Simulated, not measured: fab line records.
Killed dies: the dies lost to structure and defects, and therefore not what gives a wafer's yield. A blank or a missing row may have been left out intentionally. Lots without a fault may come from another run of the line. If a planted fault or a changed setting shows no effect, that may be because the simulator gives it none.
fab line records	flow n5Finfet
record: lots: 10	wafers: 26	lastDay: 17
route steps=1938 shown SD_EPI_P@317 SD_ACTIVATION@334 ILD0@335 BEOL_M4@1111 PASSIVATION@1936
lots with no fault: from the same line, run without faults
startH: hours from the record's first day to the start of the lot's first wafer shown	waitH: hours from the lot's prior step to this one	" identical to the entry in the row above	L1.1+2: a row that stands for several wafers	- no value, or no start given	* or withheld: withheld	< > ~ a bound
route shown NAME@n: a module of which the file shows steps, and the number in the route of the first	usual: mean/standard deviation taken from wafers without a fault	same: alike in all rows	chamber/n: place in a boat	sites: each site's reading	_std_site: standard deviation across them	_edge_site: mean of outer sites minus mean of inner sites	radiusMm: for every site, how far away it sits from the centre of the wafer	mask NAME#n: copy n	behind: the most recent tool/chamber to have shaped the wafer	hold: why the lot went on hold/how many hours it stayed there/how the hold came to an end	device: names the non-switching transistor (n, p or np)	end of line: the route-end tests of the same wafers	a step without rows: its recipe alone	killed: count of dies lost to structure and defects at first sort (not the wafer's yield)	map: a wafer's dies, x killed, . not, _ none there
set.NAME: the setting as run; set.NAME@STEP: as run at that earlier step	model.NAME: the simulator's own value behind a step, which no gauge read
one table for each step of the route and one row for each wafer, over a sample of lots
services: a tool's chamber out of use, with start hour (startH, from the record's first day; less than 0 if before it), hours out, and reason
== steps ==
step: N5_SD_EPI_P_PRECLEAN_52
recipe: chemistry: O3/DIW	timeS: 60	tempC: 22	o3Ppm: 10
lot.wafer	tool	chamber	startH	waitH
L434.1+3+5	wetBench-06	5,0,7	57.41	-
L435.2+5+6	wetBench-01	7,4,0	61.50	-
L437.2+4+6	wetBench-01	4,7,0	74.11	-
L439.1+5	wetBench-01	6,1	85.26	-
L442.2+4	wetBench-04	0,4	108.18	-
L446.2+4+5	wetBench-01	7,0,1	135.80	-
L448.4+5+6	wetBench-01	5,6,7	143.39	-
L453.2+3	wetBench-06	3,4	169.54	-
L456.1+4+6	wetBench-06	3,0,4	187.52	-
L457.4+6	wetBench-04	2,4	193.00	-
step: N5_SD_EPI_P_INSPECT_26
recipe: inspectInstrument: darkfield	mode: postEpi
usual: rawDefectCount: 179/39
lot.wafer	tool	chamber	startH	waitH	rawDefectCount
L434.1	defectInspect-02	-	60.25	0.0	196
L434.3	"	-	"	"	224
L434.5	"	-	"	"	213
L435.2	defectInspect-01	-	64.43	0.0	138
L435.5	"	-	"	"	187
L435.6	"	-	"	"	138
L437.2	defectInspect-02	-	77.04	0.0	201
L437.4	"	-	"	"	147
L437.6	"	-	"	"	158
L439.1	defectInspect-01	-	88.05	0.0	89
L439.5	"	-	"	"	141
L442.2	defectInspect-01	-	111.00	0.0	195
L442.4	"	-	"	"	156
L446.2	defectInspect-01	-	138.60	0.0	816
L446.4	"	-	"	"	811
L446.5	"	-	"	"	822
L448.4	defectInspect-01	-	146.19	0.0	840
L448.5	"	-	"	"	796
L448.6	"	-	"	"	890
L453.2	defectInspect-02	-	172.46	0.0	268
L453.3	"	-	"	"	187
L456.1	defectInspect-01	-	190.32	0.0	219
L456.4	"	-	"	"	213
L456.6	"	-	"	"	157
L457.4	defectInspect-01	-	195.80	0.0	125
L457.6	"	-	"	"	128
step: N5_SD_ACTIVATION_INSPECT_02
recipe: inspectInstrument: darkfield	mode: postAnneal
usual: rawDefectCount: 176/36
lot.wafer	tool	chamber	startH	waitH	rawDefectCount
L434.1	defectInspect-01	-	62.62	0.2	170
L434.3	"	-	"	"	209
L434.5	"	-	"	"	181
L435.2	defectInspect-01	-	65.19	0.1	133
L435.5	"	-	"	"	172
L435.6	"	-	"	"	121
L437.2	defectInspect-02	-	77.80	0.2	192
L437.4	"	-	"	"	135
L437.6	"	-	"	"	168
L439.1	defectInspect-01	-	88.81	0.2	92
L439.5	"	-	"	"	147
L442.2	defectInspect-02	-	111.96	0.1	203
L442.4	"	-	"	"	178
L446.2	defectInspect-01	-	139.35	0.1	812
L446.4	"	-	"	"	804
L446.5	"	-	"	"	818
L448.4	defectInspect-02	-	146.95	0.1	874
L448.5	"	-	"	"	824
L448.6	"	-	"	"	913
L453.2	defectInspect-01	-	173.22	0.2	234
L453.3	"	-	"	"	154
L456.1	defectInspect-01	-	191.07	0.2	222
L456.4	"	-	"	"	207
L456.6	"	-	"	"	166
L457.4	defectInspect-01	-	196.74	0.1	119
L457.6	"	-	"	"	124
step: N5_ILD0_LINER_00
recipe: material: SiNx	targetThkA: 40	tempC: 400	aldPrecursorFamily: SiH2I2	aldCoReactant: N2/H2-plasma	pulseTimeS: 1	purgeTimeS: 2	coReactantPurgeTimeS: 2	aldCycles: 80	pressureTorr: 2
usual: chamberPressureTorr: 2.000/0.0046	heaterPowerW: 844/110	precursorPulseHeightRel: 1.001/0.018
lot.wafer	tool	chamber	startH	waitH	chamberPressureTorr	heaterPowerW	precursorPulseHeightRel
L434.1	aldSin-02	3	62.66	0.0	1.997	910	0.992
L434.3	"	2	"	"	2.000	880	0.999
L434.5	"	3	"	"	1.995	890	1.008
L435.2	aldSin-01	2	65.22	0.0	2.001	1096	1.028
L435.5	"	1	"	"	1.997	812	1.010
L435.6	"	2	"	"	1.997	1088	0.963
L437.2	aldSin-02	0	77.90	0.1	1.999	786	1.005
L437.4	"	1	"	"	1.996	814	1.008
L437.6	"	0	"	"	1.999	802	0.994
L439.1	aldSin-04	0	89.02	0.2	1.997	752	0.996
L439.5	"	2	"	"	2.001	977	0.997
L442.2	aldSin-02	2	112.92	1.0	1.994	859	1.013
L442.4	"	3	"	"	2.006	893	1.007
L446.2	aldSin-02	0	139.39	0.0	2.001	786	0.996
L446.4	"	1	"	"	2.002	819	0.965
L446.5	"	2	"	"	2.001	864	1.014
L448.4	aldSin-02	2	146.98	0.0	1.997	864	1.024
L448.5	"	0	"	"	1.998	783	1.010
L448.6	"	3	"	"	1.998	866	0.992
L453.2	aldSin-04	1	173.41	0.2	2.000	786	0.996
L453.3	"	0	"	"	2.003	777	1.008
L456.1	aldSin-02	2	191.11	0.0	2.000	813	1.004
L456.4	"	1	"	"	2.004	883	1.014
L456.6	"	1	"	"	1.999	860	1.018
L457.4	aldSin-04	0	197.49	0.7	1.998	771	1.021
L457.6	"	2	"	"	2.003	986	1.004
step: N5_ILD0_ALD_15
recipe: material: SiNx	targetThkA: 240	tempC: 400	aldPrecursorFamily: SiH2I2	aldCoReactant: N2/H2-plasma	pulseTimeS: 1	aldCycles: 480	purgeTimeS: 2	coReactantPurgeTimeS: 2	pressureTorr: 2
usual: chamberPressureTorr: 2.000/0.0042	heaterPowerW: 835/98	precursorPulseHeightRel: 0.999/0.02
lot.wafer	tool	chamber	startH	waitH	chamberPressureTorr	heaterPowerW	precursorPulseHeightRel
L434.1	aldSin-02	0	66.37	0.6	2.001	804	1.020
L434.3	"	1	"	"	1.996	844	0.995
L434.5	"	2	67.46	1.2	2.006	848	0.991
L435.2	aldSin-04	1	68.92	0.5	2.003	770	0.996
L435.5	"	3	70.01	1.2	1.998	796	1.002
L435.6	"	2	"	"	2.009	965	1.005
L437.2	aldSin-04	0	81.60	0.5	2.000	769	0.991
L437.4	"	2	"	"	2.001	952	0.977
L437.6	"	1	82.68	1.1	2.004	769	1.002
L439.1	aldSin-02	0	93.08	0.9	1.999	808	0.998
L439.5	"	1	94.17	1.6	1.997	809	0.981
L442.2	aldSin-02	2	116.62	0.5	2.000	885	1.038
L442.4	"	3	"	"	1.995	875	1.015
L446.2	aldSin-02	2	143.09	0.5	1.997	865	0.976
L446.4	"	3	"	"	1.998	878	1.001
L446.5	"	0	144.18	1.2	2.002	788	0.989
L448.4	aldSin-01	1	150.86	0.2	2.003	858	0.972
L448.5	"	3	151.94	1.2	2.001	836	1.051
L448.6	"	2	"	"	2.000	1076	0.993
L453.2	aldSin-04	3	177.35	0.7	2.002	799	1.012
L453.3	"	1	"	"	1.999	796	0.976
L456.1	aldSin-04	0	194.81	0.6	2.006	763	1.001
L456.4	"	1	"	"	2.008	766	1.000
L456.6	"	0	195.90	1.1	2.005	759	0.958
L457.4	aldSin-02	2	201.55	0.2	2.006	781	1.003
L457.6	"	1	202.64	1.1	2.006	850	1.014
step: N5_ILD0_CMP_12
recipe: stopOn: poly-Si	material: SiNx	tOverpolishS: 6	postCmpClean: alkalineBrush	downForcePsi: 2.5	platenRpm: 51.8	padVelocityMS: 1.0307	targetThkNm: 17.67
usual: headPressurePsi: 2.500/0.0057	motorCurrentA: 9.2/1	overpolishRunS: 6.000/0.0094	timeToEndpointS: 30/3.6
lot.wafer	tool	chamber	startH	waitH	headPressurePsi	motorCurrentA	overpolishRunS	timeToEndpointS
L434.3	cmp-04	1	68.57	1.1	2.502	9.1	6.019	31
L434.1	"	2	"	"	2.514	7.9	5.993	31
L434.5	"	2	"	"	2.497	7.8	6.004	31
L435.2	cmp-02	1	71.12	1.1	2.498	9.4	5.993	27
L435.6	"	1	"	"	2.495	10.4	6.004	26
L435.5	"	2	"	"	2.511	8.5	5.997	27
L437.4	cmp-04	1	83.87	1.2	2.493	9.3	6.003	29
L437.2	"	2	"	"	2.499	8.0	5.986	30
L437.6	"	0	"	"	2.499	8.5	5.999	29
L439.1	cmp-04	2	95.40	1.2	2.497	8.2	5.997	29
L439.5	"	0	"	"	2.496	8.5	6.001	31
L442.2	cmp-04	3	118.82	1.1	2.502	10.6	6.009	27
L442.4	"	2	"	"	2.504	7.9	6.001	34
L446.4	cmp-04	3	145.29	1.1	2.488	10.6	5.999	25
L446.2	"	0	"	"	2.495	8.5	6.001	34
L446.5	"	0	"	"	2.492	8.9	5.999	33
L448.4	cmp-04	3	153.06	1.1	2.494	11.1	6.020	27
L448.6	"	3	"	"	2.499	10.4	6.004	29
L448.5	"	0	"	"	2.503	8.5	5.997	32
L453.3	cmp-02	0	179.59	1.2	2.496	9.5	5.999	35
L453.2	"	1	"	"	2.496	10.3	5.999	27
L456.1	cmp-03	0	197.09	1.2	2.499	10.7	6.024	25
L456.4	"	1	"	"	2.499	8.3	5.985	25
L456.6	"	2	"	"	2.501	9.8	6.002	29
L457.4	cmp-02	3	203.75	1.1	2.502	9.1	6.004	32
L457.6	"	0	"	"	2.502	8.8	5.997	33
step: N5_BEOL_M4_RC_MEAS_101
usual: DIBL_N: 36.9/2.1	DIBL_P: 37.1/2.5	IOFF_N: 0.17/0.039	IOFF_P: 0.23/0.043	ION_N: 673/15	ION_P: 462/9.1	SS_N: 71.8/0.69	SS_P: 73.6/0.74	VT_N: 250/3.6	VT_P: -249.7/2.9
lot.wafer	tool	chamber	startH	waitH	DIBL_N[mV/V]	DIBL_P[mV/V]	IOFF_N[nA/um]	IOFF_P[nA/um]	ION_N[uA/um]	ION_P[uA/um]	SS_N[mV/dec]	SS_P[mV/dec]	VT_N[mV]	VT_P[mV]
L435.2	prober-02	0	177.83	0.2	35.1	37.0	0.16	0.24	691	474	71.2	74.0	251	-247.6
L435.5	"	0	"	"	36.0	36.9	0.15	0.23	666	459	71.7	73.6	253	-248.0
L435.6	"	0	"	"	34.3	35.4	0.14	0.20	674	464	71.2	73.3	249	-248.0
L437.2	prober-01	0	180.79	0.2	33.5	33.0	0.12	0.17	677	465	70.8	72.1	254	-252.8
L437.4	"	0	"	"	35.6	35.0	0.15	0.19	665	453	71.1	72.9	249	-252.3
L437.6	"	0	"	"	35.8	35.6	0.14	0.19	667	452	70.7	73.2	251	-250.6
L434.1	prober-01	0	185.58	0.0	37.9	37.0	0.18	0.19	674	447	71.8	73.2	248	-249.9
L434.3	"	0	"	"	39.5	40.3	0.22	0.23	687	456	71.9	74.3	247	-250.1
L434.5	"	0	"	"	37.5	36.5	0.16	0.17	664	444	72.2	73.8	253	-252.8
L439.1	prober-01	0	195.75	0.0	38.2	38.3	0.17	0.27	664	468	71.4	73.9	247	-245.9
L439.5	"	0	"	"	40.7	40.6	0.23	0.31	681	468	72.2	74.6	247	-244.4
L442.2	prober-02	0	218.58	0.2	34.7	36.2	0.14	0.21	661	459	71.6	73.8	252	-247.3
L442.4	"	0	"	"	37.2	38.4	0.19	0.25	668	466	72.7	74.6	249	-244.8
L446.2	prober-02	0	242.45	0.2	36.2	36.8	0.17	0.22	659	451	72.7	72.9	252	-249.3
L446.4	"	0	"	"	37.6	40.2	0.22	0.29	682	468	72.4	73.5	249	-247.1
L446.5	"	0	"	"	35.9	36.7	0.16	0.21	663	455	72.2	73.3	254	-252.4
L448.4	prober-01	0	257.96	0.5	38.0	37.7	0.16	0.23	663	456	71.7	73.1	253	-248.8
L448.5	"	0	"	"	36.4	35.8	0.13	0.19	664	461	70.7	73.1	257	-252.7
L448.6	"	0	"	"	38.3	39.0	0.18	0.26	683	469	71.3	74.0	250	-245.5
L453.2	prober-01	0	284.13	0.2	40.9	43.4	0.28	0.34	707	486	74.2	75.1	243	-244.5
L453.3	"	0	"	"	39.5	40.8	0.22	0.28	682	456	73.1	75.3	244	-247.6
L456.1	prober-02	0	302.10	0.0	37.3	35.9	0.17	0.21	681	462	72.1	73.4	248	-250.6
L456.4	"	0	"	"	33.3	32.1	0.11	0.15	664	455	70.4	72.4	254	-254.1
L456.6	"	0	"	"	37.4	37.0	0.19	0.23	700	474	71.9	73.5	245	-250.7
L457.4	prober-01	0	302.64	0.5	34.0	35.0	0.15	0.20	686	473	71.6	73.2	247	-249.2
L457.6	"	0	"	"	39.7	42.6	0.27	0.35	712	485	73.2	75.6	242	-245.4
step: N5_PASSIVATION_PROBE_49
usual: defectLimitedYield: 91.3/1.4	killed_at_M0_to_M3: 32/9.5	killed_at_M4_up: 14/5.2	killedAtContacts: 13/5.7	killedAtFrontEnd: 41/12	killedAtOther: 3.5/2.6	killedDies: 103/17	killedOnRim: 14/4	killedOpen: 68/14	killedShort: 32/7	sort_bin_4_leakage: 0.01/0.051	sort_bin_5_function: 5.0/0.91	sort_bin_6_memory: 3.3/0.7	sort_bin_8_speed: 0.03/0.22	sortNPass: 1076/17	sortYieldPct: 91.2/1.4
same: grossDies: 1180	killedAtBackSide: 0
lot.wafer	tool	chamber	startH	waitH	defectLimitedYield[%]	killed_at_M0_to_M3	killed_at_M4_up	killedAtContacts	killedAtFrontEnd	killedAtOther	killedDies	killedOnRim	killedOpen	killedShort	sort_bin_4_leakage[%]	sort_bin_5_function[%]	sort_bin_6_memory[%]	sort_bin_8_speed[%]	sortNPass	sortYieldPct[%]
L446.2	prober-01	-	341.73	0.1	77.5	41	13	12	199	1	266	15	76	51	0	14.0	5.3	0	914	77.5
L446.4	prober-01	-	341.83	0.2	81.6	55	25	11	124	2	217	33	99	36	0	11.7	4.5	0	963	81.6
L446.5	prober-01	-	341.88	0.2	79.8	38	8	14	177	1	238	16	84	28	0	13.1	4.4	0	942	79.8
L448.4	prober-02	-	359.39	0.2	80.3	38	13	20	155	6	232	30	75	40	0	10.3	5.5	0	948	80.3
L448.5	prober-02	-	359.44	0.2	78.6	37	10	20	178	7	252	24	76	50	0	13.1	5.6	0	928	78.6
L448.6	prober-02	-	359.49	0.3	80.5	16	21	7	182	4	230	7	54	30	0	13.4	3.6	0	950	80.5
killed by level:class
L446.2 SD_EPI_P:unspecified=132 FIN_SAQP:geometricParticle:open=24 BEOL_M1:geometricParticle:open=15 FIN_SAQP:geometricParticle:short=10 STI_FIN_REVEAL:geometricParticle:open=8 MOL_CONTACT_COAG:geometricParticle:open=7 BEOL_M1:geometricParticle:short=7 HKMG_FIN:areaEtch=7
L446.4 SD_EPI_P:unspecified=82 FIN_SAQP:geometricParticle:open=13 BEOL_M1:geometricParticle:open=13 MOL_CONTACT_COAG:geometricParticle:open=11 BEOL_M0_SAQP:geometricParticle:open=10 BEOL_M3:geometricParticle:open=10 GATE_CUT:geometricParticle:short=8 BEOL_M0:geometricParticle:open=6
L446.5 SD_EPI_P:unspecified=125 BEOL_M1:geometricParticle:open=19 FIN_SAQP:geometricParticle:open=12 MOL_CONTACT_COAG:geometricParticle:open=12 GATE_CUT:geometricParticle:short=11 GATE_CUT:geometricParticle:open=11 STI_FIN_REVEAL:geometricParticle:open=10 BEOL_M0:geometricParticle:open=5
L448.4 SD_EPI_P:unspecified=108 MOL_CONTACT_COAG:geometricParticle:open=19 BEOL_M0_SAQP:geometricParticle:short=16 FIN_SAQP:geometricParticle:open=9 HKMG_FIN:areaEtch=9 GATE_CUT:geometricParticle:open=8 BEOL_M0_SAQP:geometricParticle:open=7 BEOL_M4:geometricParticle:open=7
L448.5 SD_EPI_P:unspecified=123 MOL_CONTACT_COAG:geometricParticle:open=14 FIN_SAQP:geometricParticle:short=12 FIN_SAQP:geometricParticle:open=11 BEOL_M0_SAQP:geometricParticle:short=9 BEOL_M0_SAQP:geometricParticle:open=9 BEOL_M2:geometricParticle:open=8 GATE_CUT:geometricParticle:short=7
L448.6 SD_EPI_P:unspecified=144 BEOL_M4:geometricParticle:open=15 FIN_SAQP:geometricParticle:open=11 BEOL_M0_SAQP:geometricParticle:short=6 STI_FIN_REVEAL:geometricParticle:open=5 GATE_CUT:geometricParticle:short=5 ILD0:geometricParticle:open=4 MOL_CONTACT_COAG:geometricParticle:short=4
== services ==
tool	chamber	startH	hours	kind
aldSin-01	-	39.70	2.8	pm
aldSin-04	0	39.99	2.1	repair
cmp-02	-	41.51	9.0	repair
cmp-04	-	46.58	4.0	pm
aldSin-01	0	48.83	4.5	repair
cmp-03	-	51.28	2.7	repair
cmp-03	-	54.28	2.8	repair
aldSin-02	1	57.24	1.4	repair
cmp-02	-	58.27	1.1	repair
aldSin-01	0	60.50	4.5	repair
cmp-02	-	73.44	1.1	repair
cmp-02	-	78.33	5.5	pm
aldSin-02	3	78.35	9.7	repair
aldSin-01	-	85.25	14.0	pm
cmp-02	-	92.31	1.2	repair
aldSin-04	0	94.13	16.4	repair
aldSin-01	-	99.25	14.6	pm
cmp-03	-	113.53	4.0	pm
cmp-03	-	139.67	0.7	repair
cmp-03	-	143.34	0.6	repair
cmp-02	-	154.51	1.9	repair
cmp-04	-	172.72	1.8	repair
aldSin-02	-	176.82	14.0	pm
aldSin-02	-	192.50	2.8	pm
== key ==
firstSign: step: N5_SD_EPI_P_INSPECT_26	reading: rawDefectCount	direction: up	sigmas: 17	usual: 179	struck: 829
effect: step: N5_SD_ACTIVATION_INSPECT_02	reading: rawDefectCount	direction: up	sigmas: 18	usual: 176	struck: 841
effect: step: N5_PASSIVATION_PROBE_49	reading: killedAtFrontEnd	direction: up	sigmas: 11	usual: 41	struck: 169
moreKillsBornAt: N5_SD_EPI_P_PRECLEAN_52@wetBench-01: 714
metAt N5_SD_EPI_P_PRECLEAN_52
struckLots L446,L448
notActingAt N5_ILD0_LINER_00,N5_ILD0_ALD_15,N5_ILD0_CMP_12
onsetBetween 85.26 135.80
fault: kind: chamberParticleSource	tool: wetBench-01	chamber: -	onsetH: 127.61	steps: N5_SD_EPI_P_PRECLEAN_52	ratePerVisitCm2: 1.0256	endH: 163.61
